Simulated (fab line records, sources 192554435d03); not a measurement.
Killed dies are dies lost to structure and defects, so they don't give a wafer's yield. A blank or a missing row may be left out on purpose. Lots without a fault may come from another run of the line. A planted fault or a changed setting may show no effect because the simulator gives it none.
fab line records | flow n5_finfet | part 2 of 2: steps 31 to 36 of 36
record lots=5 wafers=15 last_day=17
route steps=1938 shown STI_FIN_REVEAL@204 DUMMY_GATE@212
lots that met no fault: from a run of the same line without faults
start_h: hours from the record's first day to the start of the lot's first wafer shown | wait_h: hours since the lot's step before | " the same as in the row above | L1.1+2: a row that stands for several wafers | - no value, or no start given | * or withheld: withheld | < > ~ a bound
route shown NAME@n: a module of which the file shows steps, and the number in the route of the first | usual: mean/standard deviation of fault-free wafers | same: alike in all rows | chamber/n: place in a boat | sites: the reading at each site | _std_site: their standard deviation | _edge_site: outer sites' mean less inner sites' | radius_mm: how far each site lies from the wafer's centre | mask NAME#n: copy n | behind: the tool/chamber that last shaped the wafer | hold: why the lot was held/for how many hours/how that ended | device: the transistor (n, p or np) that didn't switch | end of line: the same wafers' tests at the end of the route | a step without rows: its recipe alone | killed: dies lost to structure and defects at the first sort, not the wafer's yield | map: a wafer's dies, x killed, . not, _ none there
set.NAME: the setting as run; set.NAME@STEP: as run at that earlier step | model.NAME: the simulator's own value behind a step, which no gauge read
lots at some steps of the route; a table a step, a row a wafer
services: from which hour (start_h, from the record's first day; less than 0 if before it) a tool's chamber was out of use, for how many hours, and why
## steps
# step N5_DUMMY_GATE_DESCUM_20
# recipe chemistry=O2 time_s=6.2 source_power_w=50 bias_power_w=20 pressure_mtorr=20 rf_frequency_hz=2.712e+07 temp_c=40 resist=CAR-EUV o2_flow_sccm=225
# usual drypump_motor_current_A=5.8/0.59 oes_product_au=0.82/0.11 rf_vpp_V=243.0/1.1 showerhead_plenum_p_Torr=2.07/0.045 throttle_valve_pct=20.30/0.28
# columns lot.wafer tool chamber start_h wait_h drypump_motor_current_A oes_product_au rf_hours_counter_h rf_vpp_V showerhead_plenum_p_Torr throttle_valve_pct
L077.1 rie_diel-01 1 64.27 0.0 5.7 0.69 195 243.5 1.98 20.42
L077.4 " 0 " " 6.0 0.76 118 243.8 2.12 20.62
L077.5 " 0 " " 6.1 0.76 - 243.9 2.12 20.63
L083.1 rie_diel-03 0 104.58 0.0 6.6 0.71 217 242.9 2.05 20.45
L083.4 " 0 " " 6.5 0.71 - 243.9 2.05 20.44
L083.6 " 1 " " 4.7 0.97 - 241.7 2.05 20.37
L086.1 rie_diel-05 2 121.90 0.0 5.7 0.90 28 245.1 2.12 19.89
L086.4 " 0 " " 6.4 0.80 83 241.7 2.03 20.50
L086.5 " 0 " " 6.4 0.80 - 242.1 2.03 20.52
L095.1 rie_diel-01 0 170.62 0.0 6.0 0.73 152 243.2 2.11 20.67
L095.3 " 1 " " 5.7 0.66 230 241.9 1.97 20.47
L095.4 " 3 " " 6.3 0.75 123 241.8 1.99 20.11
L097.1 rie_diel-01 1 186.55 0.1 5.7 0.66 234 242.9 1.97 20.48
L097.2 " 0 " " 6.0 0.74 158 243.8 2.11 20.68
L097.6 " 2 " " 5.6 0.89 - 241.7 2.05 20.27
# step N5_DUMMY_GATE_ETCH_29
# recipe chemistry=N2/H2 target=underlayer target_depth_a=130 ion_energy_ev=200 pressure_mtorr=30 source_w=840 bias_w=150 n2_flow_sccm=200 h2_flow_sccm=200
# usual drypump_motor_current_A=5.8/0.6 n2_flow_sccm=200.0/0.63 oes_product_au=0.82/0.11 rf_vpp_V=523.2/1.8 showerhead_plenum_p_Torr=2.52/0.056 throttle_valve_pct=17.86/0.23
# columns lot.wafer tool chamber start_h wait_h drypump_motor_current_A n2_flow_sccm oes_product_au rf_hours_counter_h rf_vpp_V showerhead_plenum_p_Torr throttle_valve_pct
L077.1 rie_diel-01 1 64.34 0.0 5.7 199.8 0.70 195 519.0 2.41 17.89
L077.4 " 0 " " 6.0 199.5 0.77 118 524.2 2.54 17.84
L077.5 " 0 " " 6.0 199.6 0.77 - 525.3 2.54 17.83
L083.1 rie_diel-03 0 104.64 0.0 6.6 199.4 0.70 217 523.9 2.50 17.88
L083.4 " 0 " " 6.6 200.1 0.70 - 522.9 2.50 17.90
L083.6 " 1 " " 4.7 199.5 0.96 - 523.9 2.51 18.00
L086.1 rie_diel-05 2 121.97 0.0 5.7 199.9 0.90 28 526.7 2.59 17.49
L086.4 " 0 " " 6.4 200.4 0.80 83 522.5 2.48 18.09
L086.5 " 0 " " 6.4 200.7 0.80 - 521.3 2.48 18.10
L095.1 rie_diel-01 0 170.68 0.0 6.0 199.9 0.75 152 523.3 2.53 17.89
L095.3 " 1 " " 5.7 200.0 0.67 230 519.7 2.39 17.93
L095.4 " 3 " " 6.3 200.5 0.75 123 521.7 2.45 17.82
L097.1 rie_diel-01 1 186.62 0.0 5.7 199.4 0.67 234 521.0 2.39 17.96
L097.2 " 0 " " 6.1 199.4 0.74 158 524.1 2.53 17.91
L097.6 " 2 " " 5.6 200.7 0.87 - 522.0 2.47 17.60
# step N5_DUMMY_GATE_ETCH_36
# recipe chemistry=CF4 target=SiARC target_depth_a=130 pressure_mtorr=40 source_w=545 bias_w=36 Ar_flow_sccm=100 cf4_flow_sccm=100 ion_energy_ev=80
# usual drypump_motor_current_A=5.8/0.59 mfc_ar_sccm=99.98/0.29 oes_product_au=0.82/0.11 rf_vpp_V=183.9/1 showerhead_plenum_p_Torr=2.13/0.042 throttle_valve_pct=15.57/0.28
# columns lot.wafer tool chamber start_h wait_h drypump_motor_current_A mfc_ar_sccm oes_product_au rf_hours_counter_h rf_vpp_V showerhead_plenum_p_Torr throttle_valve_pct
L077.1 rie_diel-01 1 64.38 0.0 5.7 99.71 0.70 195 183.8 2.04 15.66
L077.4 " 0 " " 6.0 99.43 0.76 118 184.8 2.15 15.62
L077.5 " 0 " " 6.0 99.91 0.76 - 184.6 2.15 15.63
L083.1 rie_diel-03 0 104.68 0.0 6.6 99.71 0.72 217 184.4 2.15 15.92
L083.4 " 0 " " 6.5 99.76 0.70 - 184.1 2.15 15.90
L083.6 " 1 " " 4.7 99.75 0.97 - 183.6 2.12 15.67
L086.1 rie_diel-05 2 122.01 0.0 5.8 99.86 0.90 28 183.9 2.16 15.03
L086.4 " 0 " " 6.4 100.02 0.80 83 183.2 2.08 15.66
L086.5 " 0 " " 6.4 100.17 0.80 - 182.7 2.08 15.64
L095.1 rie_diel-01 0 170.72 0.0 6.0 100.09 0.74 152 182.9 2.14 15.68
L095.3 " 1 " " 5.7 100.49 0.67 230 182.2 2.03 15.72
L095.4 " 3 " " 6.3 99.73 0.75 123 182.8 2.07 15.57
L097.1 rie_diel-01 1 186.66 0.0 5.7 99.56 0.67 234 183.9 2.03 15.75
L097.2 " 0 " " 6.0 99.78 0.72 158 185.8 2.13 15.70
L097.6 " 2 " " 5.6 99.83 0.86 - 184.0 2.09 15.37
# step N5_DUMMY_GATE_ETCH_37
# recipe chemistry=N2/H2 target=SOC target_depth_a=600 overetch_a=300 temp_c=40 ion_energy_ev=200 pressure_mtorr=30 source_w=840 bias_w=150 n2_flow_sccm=200 h2_flow_sccm=200
# usual drypump_motor_current_A=5.8/0.59 n2_flow_sccm=200.0/0.58 oes_product_au=0.64/0.079 rf_vpp_V=523.3/1.7 showerhead_plenum_p_Torr=2.52/0.056 throttle_valve_pct=17.79/0.23
# columns lot.wafer tool chamber start_h wait_h drypump_motor_current_A n2_flow_sccm oes_product_au rf_hours_counter_h rf_vpp_V showerhead_plenum_p_Torr throttle_valve_pct
L077.1 rie_diel-01 1 64.42 0.0 5.7 199.6 0.56 195 519.9 2.41 17.82
L077.4 " 0 " " 6.0 199.7 0.62 118 524.8 2.54 17.76
L077.5 " 0 " " 6.0 200.4 0.62 - 523.6 2.54 17.78
L083.1 rie_diel-03 0 104.72 0.0 6.6 200.0 0.55 217 522.3 2.50 17.83
L083.4 " 0 " " 6.5 199.3 0.55 - 523.3 2.50 17.82
L083.6 " 1 " " 4.7 199.5 0.74 - 522.2 2.51 17.92
L086.1 rie_diel-05 2 122.05 0.0 5.7 200.6 0.72 28 524.8 2.59 17.40
L086.4 " 0 " " 6.4 200.6 0.63 83 521.6 2.48 18.01
L086.5 " 0 " " 6.4 199.8 0.63 - 520.4 2.48 18.01
L095.1 rie_diel-01 0 170.76 0.0 6.0 199.9 0.60 152 523.6 2.53 17.82
L095.3 " 1 " " 5.7 200.2 0.53 230 519.4 2.39 17.89
L095.4 " 3 " " 6.3 199.6 0.61 123 522.4 2.45 17.75
L097.1 rie_diel-01 1 186.70 0.0 5.7 199.3 0.54 234 519.0 2.39 17.88
L097.2 " 0 " " 6.1 200.1 0.59 158 525.2 2.53 17.83
L097.6 " 2 " " 5.7 199.9 0.69 - 523.5 2.47 17.54
# step N5_DUMMY_GATE_STRIP_38
# recipe chemistry=N2/H2 temp_c=40 n2_flow_sccm=200 h2_flow_sccm=200 rf_frequency_hz=6e+07
# columns lot.wafer tool chamber start_h wait_h
L077.1+4+5 rie_diel-01 1,0,0 64.46 0.0
L083.1+4+6 rie_diel-03 0,0,1 104.76 0.0
L086.1+4+5 rie_diel-05 2,0,0 122.09 0.0
L095.1+3+4 rie_diel-01 0,1,3 170.80 0.0
L097.1+2+6 rie_diel-01 1,0,2 186.74 0.0
# step N5_DUMMY_GATE_STRIP_39
# recipe chemistry=N2/H2 temp_c=40 n2_flow_sccm=200 h2_flow_sccm=200 rf_frequency_hz=6e+07
# columns lot.wafer tool chamber start_h wait_h
L077.1+4+5 rie_diel-01 1,0,0 64.47 0.0
L083.1+4+6 rie_diel-03 0,0,1 104.77 0.0
L086.1+4+5 rie_diel-05 2,0,0 122.10 0.0
L095.1+3+4 rie_diel-01 0,1,3 170.81 0.0
L097.1+2+6 rie_diel-01 1,0,2 186.75 0.0
## services
# columns tool chamber start_h hours kind
lpcvd-01 - 31.64 0.9 repair
euv_scanner-01 - 34.24 1.0 pm
pecvd-04 1 41.33 19.6 repair
pecvd-04 2 41.59 5.6 repair
euv_scanner-01 - 42.44 4.6 pm
cmp-02 - 56.64 4.6 pm
wet_bench-04 - 62.99 1.9 pm
euv_scanner-01 - 68.56 1.3 repair
plasma_asher-01 - 72.72 14.6 pm
euv_scanner-01 - 83.94 5.8 pm
rie_diel-05 2 84.23 6.4 repair
euv_scanner-01 - 90.39 1.0 pm
cmp-03 - 93.83 3.2 repair
euv_scanner-01 - 97.42 0.2 repair
rie_diel-03 3 101.94 3.8 repair
lpcvd-01 - 104.70 0.8 pm
euv_scanner-01 - 118.25 17.3 pm
rie_diel-01 2 125.19 5.3 repair
rie_diel-03 3 130.46 6.6 repair
pecvd-04 0 142.65 15.8 repair
euv_scanner-01 - 146.54 1.0 pm
wet_bench-03 - 146.91 4.3 repair
plasma_asher-01 - 156.52 0.4 repair
rie_diel-05 3 157.68 15.8 repair
